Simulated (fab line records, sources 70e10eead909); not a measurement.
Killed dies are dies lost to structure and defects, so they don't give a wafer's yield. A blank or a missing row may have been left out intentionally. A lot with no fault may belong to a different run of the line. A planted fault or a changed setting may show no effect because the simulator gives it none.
Matching of chambers || flow nand harc || NHARC_A_CHANNEL_HOLE_D2_ETCH_44 on rie diel-01: 4 sister chambers
The step etches the open film in CF4/O2, target depth 140 nm, overetch 14 nm, time 77 s. 4 wafers are shown with their chamber, then 8 later ones without.

== WAFERS, EACH WITH ITS CHAMBER ==
{"wafer": "L150.1", "chamber": 1, "drypump motor current A (A)": 5.3}
{"wafer": "L151.6", "chamber": 0, "drypump motor current A (A)": 5.1}
{"wafer": "L157.2", "chamber": 2, "drypump motor current A (A)": 5.7}
{"wafer": "L157.3", "chamber": 3, "drypump motor current A (A)": 5.4}

== WAFERS MISSING THEIR CHAMBER ==
{"wafer": "L159.4", "drypump motor current A (A)": 5.1}
{"wafer": "L159.6", "drypump motor current A (A)": 5.1}
{"wafer": "L165.1", "drypump motor current A (A)": 5.1}
{"wafer": "L165.4", "drypump motor current A (A)": 5.8}
{"wafer": "L165.6", "drypump motor current A (A)": 5.4}
{"wafer": "L167.2", "drypump motor current A (A)": 5.1}
{"wafer": "L167.4", "drypump motor current A (A)": 5.4}
{"wafer": "L167.6", "drypump motor current A (A)": 5.8}

== CHAMBER TAKEN BY EACH ==
{"wafer": "L159.4", "from the rows above": 0, "in truth": 0}
{"wafer": "L159.6", "from the rows above": 0, "in truth": 0}
{"wafer": "L165.1", "from the rows above": 0, "in truth": 0}
{"wafer": "L165.4", "from the rows above": 2, "in truth": 2}
{"wafer": "L165.6", "from the rows above": 3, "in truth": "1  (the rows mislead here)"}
{"wafer": "L167.2", "from the rows above": 0, "in truth": 0}
{"wafer": "L167.4", "from the rows above": 3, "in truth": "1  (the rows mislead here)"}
{"wafer": "L167.6", "from the rows above": 2, "in truth": 2}
Placed correctly: 6 of 8. Not placeable from these rows: 0. Placed wrongly: 2.
How it was worked out, from the rows above alone: a wafer's distance from a chamber is the root of the sum, over the readings, of the square of ((its reading less the chamber's mean) divided by the reading's scatter). The wafer belongs to the nearest chamber; if the next one is less than 2 further off, it can't be placed. The mean given for a chamber averages the wafers shown for that chamber. The scatter: root of mean squared gap, hidden wafer to nearest shown wafer, with one shown wafer a chamber.
